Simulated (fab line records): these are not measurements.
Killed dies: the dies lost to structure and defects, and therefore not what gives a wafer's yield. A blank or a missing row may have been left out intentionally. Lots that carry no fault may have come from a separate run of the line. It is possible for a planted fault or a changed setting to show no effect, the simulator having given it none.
Comparing a struck lot with a sound one -- flow n5 finfet -- 38 out of 1938 route steps
Sound: wafers L365.3, L365.5, L365.6. Struck: wafer L372.1. (L372.3, L372.4 of the same lot were not struck and are left out.) The cause comes at the end.
For every step that has rows: the tool of each side, followed by ch and its chambers, followed by its first start. Under that, the readings that differ: sound wafers -- struck wafers -- difference of the means -- sigmas: that difference in standard deviations of wafers without a fault.
alike: words and numbers the same on both sides, and readings whose means are apart by under 2 such deviations; not compared: readings that were withheld, readings missing a value for some wafer, numbers with overlapping values and no deviation given by the record, and bounds like >300 which may hide the same value.
The two part at a step that has a row with sigmas, a row that says differs or no value, or rows on one side only. Numbers that don't overlap but have no deviation are shown without sigmas and don't part them. Lack of a reading on every wafer of one side parts them only where that side has two or more wafers.

first, 12 steps without rows for these wafers: N5_SD_EPI_P_STRIP_38 (strips in N2/H2); N5_SD_EPI_P_ETCHBACK_46 (etches SiNx in CH3F/O2, stops on SiO2, target depth 17.5 nm); N5_SD_EPI_P_ETCH_47 (etches SiOCN in CH3F/O2, target depth 25 nm); N5_SD_EPI_P_ETCH_16 (etches SiO2 in CHF3/O2, target depth 5 nm); N5_SD_EPI_P_STRIP_50 (strips in CHF3/O2); N5_SD_EPI_P_SD_RECESS_17 (chemistry HBr/Cl2/O2, target depth 39.1 nm, bt time 3 s); N5_SD_EPI_P_WET_ETCH_45 (etches SiO2 in dHF, time 10.7 s, target depth 2 nm, rinse time 30 s); N5_SD_EPI_P_STRIP_40 (strips in N2/H2); N5_SD_EPI_P_PRECLEAN_52 (cleans in O3/DIW, time 60 s); N5_SD_EPI_P_SRD_20 (time 30 s); N5_SD_EPI_P_PRECLEAN_51 (cleans in NF3:NH3, afs cycles 1, time 20 s, sublimation time 60 s); N5_SD_EPI_P_VAPOR_ETCH_44 (etches SiGe30 in NF3/Ar, time 3.3 s).
N5_SD_EPI_P_EPI_21: deposits SiGe:B, time 355 s.
  sound on epi rpcvd-03 ch 0, day 3 19:32; struck on epi rpcvd-03 ch 0, day 5 18:48
reading,sound,struck,difference,sigmas
epi growth time s (s),355 355 355,259.36,-95.64,
model.SiGe-B_of_SD_EPI_P_EPI_21.thk nm (nm),60.4 60.4 61.6,48.2,-12.6,
N5_SD_EPI_P_EPI_MEAS_23:
  sound on film metro-02, day 3 21:01; struck on film metro-01, day 5 21:01
reading,sound,struck,difference,sigmas
thk nm (nm),62.3 61.0 61.1,48.9,-12.6,-11
then, 8 steps without rows for these wafers: N5_SD_EPI_P_HM_STRIP_48 (strips SiNx in H3PO4, material SiNx, target depth 3 nm); N5_SD_EPI_P_SRD_49 (time 30 s); N5_SD_EPI_P_PRECLEAN_24 (cleans in O3/DIW, time 45 s); N5_SD_EPI_P_PRECLEAN_32 (cleans in dHF, time 10 s); N5_SD_EPI_P_PRECLEAN_33 (cleans in SC2, time 45 s); N5_SD_EPI_P_SRD_25 (time 30 s); N5_SD_ACTIVATION_RTA_00 (time 0 s); N5_SD_ACTIVATION_LSA_01 (time 0.0008 s).
N5_SD_ACTIVATION_RS_MEAS_03: the measuring method here is four-point-probe.
  sound on film metro-01, day 3 21:39; struck on film metro-02, day 5 21:38
reading,sound,struck,difference,sigmas
RS_SD_P (ohm/sq),57.1 56.8 56.3,70.2,+13.5,+17
  alike: RS_SD_N
then, 12 steps without rows for these wafers: N5_ILD0_LINER_00 (material SiNx, target thk 4 nm, pulse time 1 s, purge time 2 s); N5_ILD0_FCVD_FILL_01 (material SiO2 flowable, target thk 200 nm, time 328.3 s); N5_ILD0_CURE_02 (time 1800 s); N5_ILD0_CMP_03 (polishes, stops on SiNx, t overpolish 1.9 s, target thk 197.38 nm); N5_ILD0_CMP_07 (polishes SiO2 flowable, stops on poly-Si, t overpolish 1.18 s, target thk 138.88 nm); N5_ILD0_PRECLEAN_10 (cleans in NF3:NH3, afs cycles 5, time 20 s, sublimation time 60 s); N5_ILD0_ALD_15 (deposits SiNx, target thk 24 nm, pulse time 1 s, ald cycles 480); N5_ILD0_CMP_12 (polishes SiNx, stops on poly-Si, t overpolish 6 s, target thk 17.67 nm); N5_SDB_HM_DEP_00 (deposits SiNx from SiH4/NH3/N2, target thk 40 nm, time 35.3 s); N5_SDB_COAT_03 (time 60 s, resist thk 100 nm); N5_SDB_COAT_04 (time 60 s, resist thk 18 nm); N5_SDB_COAT_05 (resist thk 90 nm).
N5_MOL_CONTACT_COAG_ETCH_110: etches Si in CF4/O2, target depth 2.5 nm, time 8 s.
  sound on rie diel-02 ch 0,2,3, day 5 04:01; struck on rie diel-06 ch 3, day 7 02:36
reading,sound,struck,difference,sigmas
model.SiGe-B_of_SD_EPI_P_EPI_21.thk nm (nm),57.8 57.4 58.6,46,-12,
  alike: chamber pressure mTorr, drypump motor current A, oes product au, rf vpp V, showerhead plenum p Torr, throttle valve pct
  not compared: rf hours counter h
-- the record jumps here: 3 days lie between the struck wafers' starts before and after (it left off in module MOL_CONTACT_COAG and takes up again in module BEOL_M4, whose first step shown is number 1111 of the route) --
N5_BEOL_M4_RC_MEAS_101:
  sound on prober-02 ch 0, day 8 07:55; struck on prober-01 ch 0, day 10 08:14
reading,sound,struck,difference,sigmas
ION_P (uA/um),461 454 453,440,-16,-2
REXT_P (ohm.um),107.2 106.4 104.4,112.1,+6.1,+2
RS_SD_P (ohm/sq),66.5 66.8 65.3,83.3,+17.1,+18
VT_P (mV),-252.8 -253.6 -255.7,-259.7,-5.7,-2
  alike: DIBL_N, DIBL_P, IOFF_N, IOFF_P, ION_N, SS_N, SS_P, VT_N, VT_P_LVT
-- record jumps: 4 days separate the struck wafers' starts on either side; left off in module BEOL_M4, taken up again in module PASSIVATION, whose first shown step is the route's number 1936 --
N5_PASSIVATION_PROBE_49:
  rows exist in the record for the struck wafers here (prober-01, day 14 12:30), but not for the sound ones

== WHERE THEY PART ==
At N5_SD_EPI_P_EPI_MEAS_23 first; at N5_PASSIVATION_PROBE_49 last (within this record only).

WHY: whatever the simulator had introduced
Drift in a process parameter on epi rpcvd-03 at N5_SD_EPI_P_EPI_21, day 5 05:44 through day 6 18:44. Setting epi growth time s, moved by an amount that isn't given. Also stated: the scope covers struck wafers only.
